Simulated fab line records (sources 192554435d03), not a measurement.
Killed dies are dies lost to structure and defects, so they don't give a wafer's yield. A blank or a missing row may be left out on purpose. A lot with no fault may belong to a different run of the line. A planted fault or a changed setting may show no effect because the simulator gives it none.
Chamber matching / flow n5 finfet / 4 sister chambers for N5_MOL_CONTACT_COAG_ETCH_105 on rie diel-04
The step etches SiARC in CF4, target depth 15.6 nm, time 26 s. 4 wafers are shown with their chamber, then 10 later ones without.

## WAFERS WITH THEIR CHAMBER
wafer=L085.3; chamber=1; throttle valve pct (%)=15.20
wafer=L087.1; chamber=2; throttle valve pct (%)=15.73
wafer=L087.2; chamber=3; throttle valve pct (%)=15.18
wafer=L088.5; chamber=0; throttle valve pct (%)=15.51

## WAFERS WITHOUT THEIR CHAMBER
wafer=L088.6; throttle valve pct (%)=15.20
wafer=L092.2; throttle valve pct (%)=15.75
wafer=L092.4; throttle valve pct (%)=15.23
wafer=L092.5; throttle valve pct (%)=15.73
wafer=L093.1; throttle valve pct (%)=15.51
wafer=L093.5; throttle valve pct (%)=15.51
wafer=L093.6; throttle valve pct (%)=15.22
wafer=L094.1; throttle valve pct (%)=15.23
wafer=L094.3; throttle valve pct (%)=15.76
wafer=L094.4; throttle valve pct (%)=15.53

## WHICH CHAMBER EACH WENT THROUGH
wafer=L088.6; from the rows above=can't be placed: 1 or 3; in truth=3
wafer=L092.2; from the rows above=2; in truth=2
wafer=L092.4; from the rows above=can't be placed: 1 or 3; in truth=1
wafer=L092.5; from the rows above=2; in truth=2
wafer=L093.1; from the rows above=0; in truth=0
wafer=L093.5; from the rows above=0; in truth=0
wafer=L093.6; from the rows above=can't be placed: 1 or 3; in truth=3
wafer=L094.1; from the rows above=can't be placed: 1 or 3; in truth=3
wafer=L094.3; from the rows above=2; in truth=2
wafer=L094.4; from the rows above=0; in truth=0
6 of 10 placed correctly. These rows do not allow placing 4 (true chamber among the candidates in 4). 0 placed wrongly.
How it was worked out, from the rows above alone: a wafer's distance from a chamber is the root of the sum, over the readings, of the square of ((its reading less the chamber's mean) divided by the reading's scatter). The wafer belongs to the nearest chamber; if the next one is less than 2 further off, it can't be placed. A chamber's mean is the mean of its shown wafers. The scatter: with one shown wafer a chamber, the root of the mean of the squares of how far each hidden wafer lies from its nearest shown one.
